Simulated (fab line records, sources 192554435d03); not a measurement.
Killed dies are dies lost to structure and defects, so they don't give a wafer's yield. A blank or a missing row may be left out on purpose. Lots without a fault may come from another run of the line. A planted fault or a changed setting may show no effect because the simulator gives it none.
A struck lot beside a sound one | flow n5_finfet | 41 steps out of a route of 1938
Sound: wafers L772.1, L772.2, L772.4. Struck: wafers L779.3, L779.4, L779.6. The cause comes at the end.
At each step with rows: each side's tool, then ch and its chambers, then its first start. Under that, the readings that differ: sound wafers | struck wafers | difference of the means | sigmas: that difference in standard deviations of wafers without a fault.
alike: readings whose means differ by less than 2 such deviations, and words and numbers that are the same on both sides. not compared: withheld readings, readings that some wafer has no value for, bounds like >300 that may hide the same value, and numbers for which the record gives no deviation and whose values overlap.
The two part at a step that has a row with sigmas, a row that says differs or no value, or rows on one side only. Numbers that don't overlap but have no deviation are shown without sigmas and don't part them. A reading that every wafer of one side lacks parts them only if that side has two wafers or more.

first, 9 steps without rows for these wafers: N5_BEOL_M4_ANNEAL_95 (time 240 s); N5_BEOL_M4_SPUTTER_96 (material Cu, target thk 4.5 nm, time 8.29 s); N5_BEOL_M4_ECD_50 (material Cu, target thk 300 nm); N5_BEOL_M4_ANNEAL_51 (time 90 s); N5_BEOL_M4_CMP_52 (polishes, stops on SiOC, t overpolish 6.8 s, target thk 40 nm); N5_BEOL_M4_PRE_CLEAN_60 (time 15 s); N5_BEOL_M4_CO_CAP_55 (material Co, precursor CCTBA/H2, target thk 2 nm, time 102.1 s); N5_BEOL_M4_PRE_CLEAN_56 (time 15 s); N5_BEOL_M4_DEP_57 (deposits SiCN from 3MS/NH3, target thk 8 nm, time 14 s).
N5_BEOL_M4_RC_MEAS_101:
  sound on prober-01 ch 0, day 9 23:17; struck on prober-02 ch 0, day 11 17:20
  alike: DIBL_N, DIBL_P, IOFF_N, IOFF_P, ION_N, ION_P, SS_N, SS_P, VT_N, VT_P
then, 24 steps without rows for these wafers: N5_BEOL_M5_ILD_DEP_00 (deposits SiCOH lowk from DEMS/porogen, target thk 140.64 nm, time 25.9 s); N5_BEOL_M5_CURE_79 (cures SiCOH lowk, time 240 s); N5_BEOL_M5_PECVD_70 (deposits SiO2 from TEOS/O2, target thk 16 nm, time 18 s); N5_BEOL_M5_HM_DEP_02 (deposits TiN, target thk 20 nm); N5_BEOL_M5_COAT_59 (time 60 s, resist thk 60 nm); N5_BEOL_M5_COAT_60 (time 60 s, resist thk 12 nm); N5_BEOL_M5_COAT_71 (time 60 s, resist thk 5 nm); N5_BEOL_M5_COAT_05 (resist thk 30 nm); N5_BEOL_M5_EBR_07; N5_BEOL_M5_SOFTBAKE_06 (time 60 s); N5_BEOL_M5_EXPOSE_08 (exposes mask M5, target cd 28 nm); N5_BEOL_M5_PEB_09 (peb time 60 s); N5_BEOL_M5_DEVELOP_10 (develop time 30 s); N5_BEOL_M5_DESCUM_16 (chemistry O2, time 7 s); N5_BEOL_M5_ETCH_72 (etches underlayer in N2/H2, target depth 6.5 nm, time 5.2 s); N5_BEOL_M5_ETCH_61 (etches SiARC in CF4, target depth 15.6 nm, time 26 s); N5_BEOL_M5_ETCH_62 (etches SOC in N2/H2, target depth 75 nm, overetch 15 nm, time 112.5 s); N5_BEOL_M5_STRIP_63 (strips in N2/H2); N5_BEOL_M5_STRIP_73 (strips in N2/H2); N5_BEOL_M5_STRIP_64 (strips in CF4); N5_BEOL_M5_HM_OPEN_17 (chemistry Cl2/BCl3, target TiN, target depth 20 nm, overetch 6 nm); N5_BEOL_M5_STRIP_19 (strips in O2); N5_BEOL_M5_COAT_65 (time 60 s, resist thk 60 nm); N5_BEOL_M5_COAT_66 (time 60 s, resist thk 12 nm).
-- the record jumps here: 3 days lie between the struck wafers' starts before and after (it left off in module BEOL_M5 and takes up again in module BEOL_M11, whose first step shown is number 1556 of the route) --
N5_BEOL_M11_STRIP_67: strips in CF4.
  sound on rie_diel-04 ch 0,2,3, day 12 08:35; struck on rie_diel-04 ch 0,1,3, day 14 05:58
  no value came back on the struck wafers for any of 8 readings (bias_power_w (W), cf4_flow_sccm (sccm) and others); on the sound wafers bias_power_w (W) reads 74.88 74.69 75.04
  reading                                     | sound | struck         | difference | sigmas
  model.SiARC_of_BEOL_M11_COAT_60.thk_nm (nm) | 0 0 0 | 23.6 23.6 23.6 | +23.6      |
N5_BEOL_M11_STRIP_19: strips in O2.
  sound on rie_diel-04 ch 1,2,3, day 12 08:44; struck on rie_diel-06 ch 0,3, day 14 06:12
  reading                                   | sound | struck         | difference | sigmas
  model.SOC_of_BEOL_M11_COAT_59.thk_nm (nm) | 0 0 0 | 92.2 92.4 92.6 | +92.4      |
  alike: chamber_pressure_mTorr, drypump_motor_current_A, oes_product_au, rf_vpp_V, showerhead_plenum_p_Torr, temp_c, throttle_valve_pct
  not compared: rf_hours_counter_h
N5_BEOL_M11_ETCH_66: etches SOC in N2/H2, target depth 120 nm, overetch 24 nm, time 180 s.
  sound on rie_diel-04 ch 0,1,2, day 12 12:15; struck on rie_diel-06 ch 0,1, day 14 11:22
  reading                  | sound             | struck            | difference | sigmas
  model.etch.depth_nm (nm) | 99.98 100.1 99.89 | 148.6 147.1 147.2 | +47.6      |
  alike: drypump_motor_current_A, oes_product_au, rf_vpp_V, showerhead_plenum_p_Torr, temp_c, throttle_valve_pct
  not compared: rf_hours_counter_h
N5_BEOL_M11_VIA_ETCH_34: etches SiCOH lowk in C4F6/O2, target depth 184.5 nm, time 69.2 s.
  sound on rie_diel-04 ch 0,1,2, day 12 12:22; struck on rie_diel-06 ch 0,1, day 14 11:29
  reading               | sound          | struck         | difference | sigmas
  oes_product_au (a.u.) | 0.70 0.82 0.96 | 0.31 0.27 0.27 | -0.54      | -7
  alike: drypump_motor_current_A, rf_vpp_V, showerhead_plenum_p_Torr, throttle_valve_pct
  not compared: rf_hours_counter_h
N5_BEOL_M11_ETCH_41: etches SiCN in CH3F/O2, target depth 42.6 nm, time 86 s.
  sound on rie_diel-04 ch 0,1,2; struck on rie_diel-06 ch 0,1
  reading                                     | sound | struck     | difference | sigmas
  model.SiARC_of_BEOL_M11_COAT_60.thk_nm (nm) | 0 0 0 | 11 11 11.2 | +11        |
  alike: drypump_motor_current_A, oes_product_au, rf_vpp_V, showerhead_plenum_p_Torr, throttle_valve_pct
  not compared: rf_hours_counter_h
N5_BEOL_M11_OCD_MEAS_38:
  sound on ocd-01, day 12 12:40; struck on ocd-02, day 14 11:46
  reading              | sound       | struck | difference                    | sigmas
  trench_depth_nm (nm) | 146 145 144 | - - -  | no value on the struck wafers |
-- the record jumps here: 2 days lie between the struck wafers' starts before and after (it left off in module BEOL_M11 and takes up again in module PASSIVATION, whose first step shown is number 1936 of the route) --
N5_PASSIVATION_PROBE_49:
  sound on prober-01, day 14 07:02; struck on prober-02, day 16 19:29
  reading                  | sound          | struck         | difference | sigmas
  defect_limited_yield (%) | 88.1 90.3 90.6 | 0 0 0          | -90        | -64
  killed_at_M4_up          | 16 13 20       | 1095 1091 1107 | +1081      | +99 or more
  killed_dies              | 141 114 111    | 1180 1180 1180 | +1058      | +66
  killed_on_rim            | 18 15 15       | 152 152 152    | +136       | +34
  sort_bin_5_function (%)  | 7.6 5.9 4.7    | 96.3 96.4 97.3 | +90.6      | +99 or more
  sort_n_pass              | 1039 1044 1038 | 0 0 0          | -1040      | -37
  sort_yield_pct (%)       | 88.1 88.5 88.0 | 0 0 0          | -88        | -37
  alike: killed_at_M0_to_M3, killed_at_contacts, killed_at_front_end, killed_at_other, killed_open, killed_short, sort_bin_4_leakage, sort_bin_6_memory

WHERE THEY PART
First at N5_BEOL_M11_STRIP_67; last, within this record, at N5_PASSIVATION_PROBE_49.

WHY: what the simulator had put in
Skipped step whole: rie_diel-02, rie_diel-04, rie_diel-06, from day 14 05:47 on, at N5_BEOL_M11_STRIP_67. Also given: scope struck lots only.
